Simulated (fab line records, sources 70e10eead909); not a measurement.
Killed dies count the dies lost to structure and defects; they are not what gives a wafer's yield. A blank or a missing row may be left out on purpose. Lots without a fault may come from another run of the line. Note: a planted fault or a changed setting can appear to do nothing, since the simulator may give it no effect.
One fault through the eyes of 3 desks :: flow nand harc :: each desk has only its own numbers; what lay behind them comes last

## THE DEFECT DESK
What the inspections along the route counted, lot by lot: means of the sampled wafers that have a number. The brackets show how far a lot's mean lies from the usual mean; more than 4 standard deviations puts the lot out of limits, marked OUT.
Columns: A = raw defect count at NHARC_A_SLIT_INSPECT_11, usual 53
lot: L256
first seen here: day 19 10:20
A: 65

lot: L257
first seen here: day 20 12:42
A: 121

lot: L258
first seen here: day 20 13:37
A: 21

lot: L259
first seen here: day 20 22:38
A: 69

lot: L261
first seen here: day 22 04:06
A: 61

lot: L267
first seen here: day 24 09:10
A: 90

lot: L268
first seen here: day 24 11:50
A: 10

lot: L271
first seen here: day 26 00:59
A: 46

lot: L272
first seen here: day 26 02:38
A: 22

lot: L274
first seen here: day 27 14:20
A: 74

lot: L273
first seen here: day 27 14:30
A: 60

lot: L276
first seen here: day 28 06:23
A: 64

lot: L277
first seen here: day 29 00:01
A: 13

lot: L278
first seen here: day 29 11:55
A: 7
Finding of this desk: none of the 14 lots has anything out of limits.

## AT THE METROLOGY DESK
What the gauges read for every lot (on any tool): the sampled wafers with a number, averaged. The brackets show how far a lot's mean lies from the usual mean; more than 4 standard deviations puts the lot out of limits, marked OUT.
Columns: A = cd nm at NHARC_A_SLIT_CD_MEAS_21, usual 289.3 nm
lot: L256
first seen here: day 19 16:58
A: 290.3

lot: L257
first seen here: day 20 19:00
A: 288.3

lot: L258
first seen here: day 20 22:38
A: 289.7

lot: L259
first seen here: day 21 05:33
A: 287.9

lot: L261
first seen here: day 22 10:31
A: 288.9

lot: L267
first seen here: day 24 15:32
A: 288.8

lot: L268
first seen here: day 24 19:22
A: 289.9

lot: L271
first seen here: day 26 07:30
A: 289.9

lot: L272
first seen here: day 26 10:15
A: 289.2

lot: L274
first seen here: day 28 00:08
A: 290.0

lot: L273
first seen here: day 28 00:47
A: 288.1

lot: L276
first seen here: day 28 12:46
A: 290.2

lot: L277
first seen here: day 29 06:20
A: 290.3

lot: L278
first seen here: day 29 18:25
A: 290.1
Finding of this desk: none of the 14 lots has anything out of limits.

## TOOL OWNER'S DESK, rie diel-03
The tool's own readings at NHARC_A_SLIT_ETCH_29 (etches the open film in CF4/O2, target depth 100 nm, overetch 10 nm, time 55 s): means of the sampled wafers that have a number, for each lot that ran on this tool. The brackets show how far a lot's mean lies from the usual mean; more than 4 standard deviations puts the lot out of limits, marked OUT.
Columns: A = drypump motor current A at NHARC_A_SLIT_ETCH_29, usual 5.6 A; B = oes product au at NHARC_A_SLIT_ETCH_29, usual 0.997 a.u.; C = rf vpp V at NHARC_A_SLIT_ETCH_29, usual 197.7 V; D = run length s at NHARC_A_SLIT_ETCH_29, usual 76.2 s; E = showerhead plenum p Torr at NHARC_A_SLIT_ETCH_29, usual 1.34 Torr; F = throttle valve pct at NHARC_A_SLIT_ETCH_29, usual 13.395 %
lot: L257
first seen here: day 20 18:28
A: 5.9
B: 0.994
C: 197.3
D: 76.7
E: 1.34
F: 13.403

lot: L258
first seen here: day 20 22:07
A: 5.9
B: 0.999
C: 197.9
D: 76.1
E: 1.32
F: 13.396

lot: L267
first seen here: day 24 14:59
A: 5.9
B: 0.988
C: 198.3
D: 73.3 (-6.4) OUT
E: 1.37
F: 13.394

lot: L268
first seen here: day 24 18:49
A: 6.1
B: 0.996
C: 196.5
D: 70.5 (-13) OUT
E: 1.30
F: 13.390

lot: L273
first seen here: day 28 00:15
A: 5.9
B: 0.995
C: 196.7
D: 76.4
E: 1.32
F: 13.398
Finding of this desk: L267, L268 out of limits; the first was L267 at day 24 14:59, on run length s at NHARC_A_SLIT_ETCH_29. L257, L258, L273: within limits.

## BROUGHT TOGETHER
On L267, L268, at day 24 14:59, an alarm was possible from the tool owner's desk.
No out-of-limits result turned up at the defect desk.
At the metrology desk, nothing out of limits was observed.
The defect desk has L267, L268 on record, within its limits.
The metrology desk has L267, L268 on record, within its limits.
Of the lots named, all ran NHARC_A_SLIT_ETCH_29 on rie diel-03.

## WHAT THE SIMULATOR HAD PUT IN
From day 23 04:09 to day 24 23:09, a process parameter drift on rie diel-03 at NHARC_A_SLIT_ETCH_29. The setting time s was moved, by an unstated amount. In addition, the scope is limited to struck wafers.
Shown lots that were struck: L267, L268.
How many hours passed from the start of the fault until each desk's first out-of-limits reading: the tool owner's desk, 35.
